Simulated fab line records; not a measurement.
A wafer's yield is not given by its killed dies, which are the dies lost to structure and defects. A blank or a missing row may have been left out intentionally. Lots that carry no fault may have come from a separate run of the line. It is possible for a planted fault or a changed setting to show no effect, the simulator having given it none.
Problem report, 8D (eight disciplines) form, completed by code + flow n5-finfet + the parts of the form that need people (team, actions taken, sign-off) are left out

## 1. THE PROBLEM
Wafers without a fault read 85.48, standard deviation 0.082; exposure-dose-mJ-cm2 at N5_BEOL_M10_EXPOSE_25 reads a mean of 83.71 on 9 wafers belonging to 3 lots. That puts it -22 standard deviations away from the usual mean.
The step: exposes mask V9.
First observed at day 14 12:34: wafer L798.2, on arfi-scanner-01. At this step, 21 wafers from 7 lots have a number in the record. The rule behind "out" and "out of limits": a value lying over 4 standard deviations away from the usual mean. The other wafers with a number count as sound.

## 2. WHAT IT IS, AND WHAT IT ISN'T
| question                    | is                     | is not                                                                   |
|-----------------------------|------------------------|--------------------------------------------------------------------------|
| which readings at this step | exposure-dose-mJ-cm2   | -                                                                        |
| which lots                  | L798, L799, L801       | L787, L793, L797, L800                                                   |
| which wafers of those lots  | all that have a number | -                                                                        |
| read on which tools         | arfi-scanner-01        | arfi-scanner-02                                                          |
| when                        | from day 14 12:34      | up to then (6 sound wafers); but 6 sound wafers of L797, L800 came after |

## 3. WHAT RULES OUT EACH SUSPECT
Counting: a tool stays on the suspect list if, at a process step up to the reading, it processed all lots that are out and no sound lot following the first of them.
- arfi-scanner-01 at N5_BEOL_M10_EXPOSE_25 (exposes mask V9): kept. All lots that are out passed through it, beginning with L798 at day 14 12:34, and no sound lot followed; its final sound lot before that point was L793 at day 13 08:22. Out on those wafers are its own readings of exposure-dose-mJ-cm2.
Remaining after the count: arfi-scanner-01 at N5_BEOL_M10_EXPOSE_25.

## 4. THE CAUSE (what the simulator had put in)
Process parameter drift: arfi-scanner-01, from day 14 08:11 on, at N5_BEOL_M10_EXPOSE_25. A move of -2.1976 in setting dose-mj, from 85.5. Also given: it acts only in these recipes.
The count eliminated every tool but this one.

## 5. THE EFFECT CHAIN, in route order
Each row: a reading whose mean over the struck wafers that have a number lies more than 3 standard deviations from the usual. Scope: only readings with a usual standard deviation given in the record; hours: median across lots of the time from each lot's start at the first step in this table that gives one to its start at this step; sigmas: change in usual standard deviations.
| hours | step                  | reading              | usual | on struck wafers | change | sigmas |
|-------|-----------------------|----------------------|-------|------------------|--------|--------|
| 0     | N5_BEOL_M10_EXPOSE_25 | exposure-dose-mJ-cm2 | 85.48 | 83.71            | -1.77  | -22    |
The process steps in it:
- N5_BEOL_M10_EXPOSE_25: exposes mask V9.

## 6. HOW IT WOULD HAVE BEEN CAUGHT EARLIER
In this record the first reading out of limits was taken at day 14 12:34, 4 hours after the fault began at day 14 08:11.
